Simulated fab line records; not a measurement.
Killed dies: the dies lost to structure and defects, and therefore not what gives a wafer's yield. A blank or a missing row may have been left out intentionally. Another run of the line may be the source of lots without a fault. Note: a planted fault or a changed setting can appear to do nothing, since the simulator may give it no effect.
A struck lot beside a sound one || flow nand_harc || 15 steps out of a route of 1302
Sound: wafers L635.2, L635.3, L635.4. Struck: wafer L644.3 (left out: L644.1, L644.4 of the same lot, which were not struck); the cause appears at the end.
Each step with rows lists, per side, the tool, then ch with its chambers, then its first start. Under that, the readings that differ: sound wafers || struck wafers || difference of the means || sigmas: that difference in standard deviations of wafers without a fault.
alike: readings with means less than 2 such deviations apart, plus words and numbers identical on both sides. not compared: withheld readings, readings lacking a value on some wafer, bounds such as >300 that could conceal the same value, and numbers that have no deviation in the record and whose values overlap.
Wherever a step has rows on one side only, a row that says differs or no value, or a row with sigmas, the two part there. Numbers that don't overlap but have no deviation are shown without sigmas and don't part them. A reading that every wafer of one side lacks parts them only if that side has two wafers or more.

first, 2 steps without rows for these wafers: NHARC_P_GATE_PEB_09 (peb time 85 s); NHARC_P_GATE_DEVELOP_10 (time 70 s).
NHARC_P_GATE_CD_MEAS_11: target cd 1640 nm.
  sound on cd_sem-02 ch 0, day 4 21:49; struck on cd_sem-03 ch 0, day 8 14:19
  alike: cd_nm
then, 1 step without rows for these wafers: NHARC_P_GATE_HARDBAKE_12 (time 80 s).
NHARC_P_GATE_DESCUM_13: chemistry O2, time 3 s.
  sound on rie_diel-07 ch 1,2,3, day 4 21:59; struck on rie_diel-06 ch 0, day 8 14:28
{"reading": "rf_hours_counter_h (h)", "sound": "9 9 7", "struck": 1, "difference": -7, "sigmas": ""}
  alike: drypump_motor_current_A, oes_product_au, rf_vpp_V, showerhead_plenum_p_Torr, throttle_valve_pct
then, 6 steps without rows for these wafers: NHARC_P_GATE_ETCH_14 (etches SiO2 in dHF, target depth 48.8 nm); NHARC_P_GATE_STRIP_15 (strips in SPM, time 780 s); NHARC_P_GATE_PRECLEAN_71 (cleans in SC1); NHARC_P_GATE_SRD_72; NHARC_P_GATE_OXIDE_16 (material SiO2, target thk 3 nm, ox time 392 s); NHARC_P_GATE_CVD_17 (deposits poly-Si, target thk 150 nm, time 900 s).
NHARC_P_GATE_HM_DEP_102: deposits aC, target thk 120 nm.
  sound on acl_dep-02 ch 0, day 5 11:13; struck on acl_dep-03 ch 0, day 9 09:22
  alike: throttle_valve_pct
NHARC_P_GATE_DEP_103: deposits SiON, target thk 30 nm.
  sound on pecvd-03 ch 0,2, day 5 11:46; struck on pecvd-01 ch 1, day 9 10:02
{"reading": "rf_fwd_power_W (W)", "sound": "349.3 348.5 348.7", "struck": 292.6, "difference": -56.2, "sigmas": -51}
  alike: heater_power_w
then, 1 step without rows for these wafers: NHARC_P_GATE_DEHYDRATE_18 (time 120 s).
-- jump in the record: it breaks off in module P_GATE and resumes in module END (first step shown: number 1302 of the route), and 19 days separate the struck wafers' starts before and after --
NHARC_END_SORT_01:
  sound on prober-01 ch 0, day 24 21:17; struck on prober-01 ch 0, day 28 12:01
{"reading": "killed_at_array", "sound": "58 58 55", "struck": 14, "difference": -43, "sigmas": -2}
{"reading": "killed_dies", "sound": "68 62 59", "struck": 18, "difference": -45, "sigmas": -2}
  alike: killed_at_other, killed_at_periphery, killed_open, killed_short

WHERE THEY PART
At NHARC_P_GATE_DEP_103 first; at NHARC_END_SORT_01 last (within this record only).

WHY: what had been put in by the simulator
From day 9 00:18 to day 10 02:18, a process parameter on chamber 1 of pecvd-01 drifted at NHARC_P_GATE_DEP_103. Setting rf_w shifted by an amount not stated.
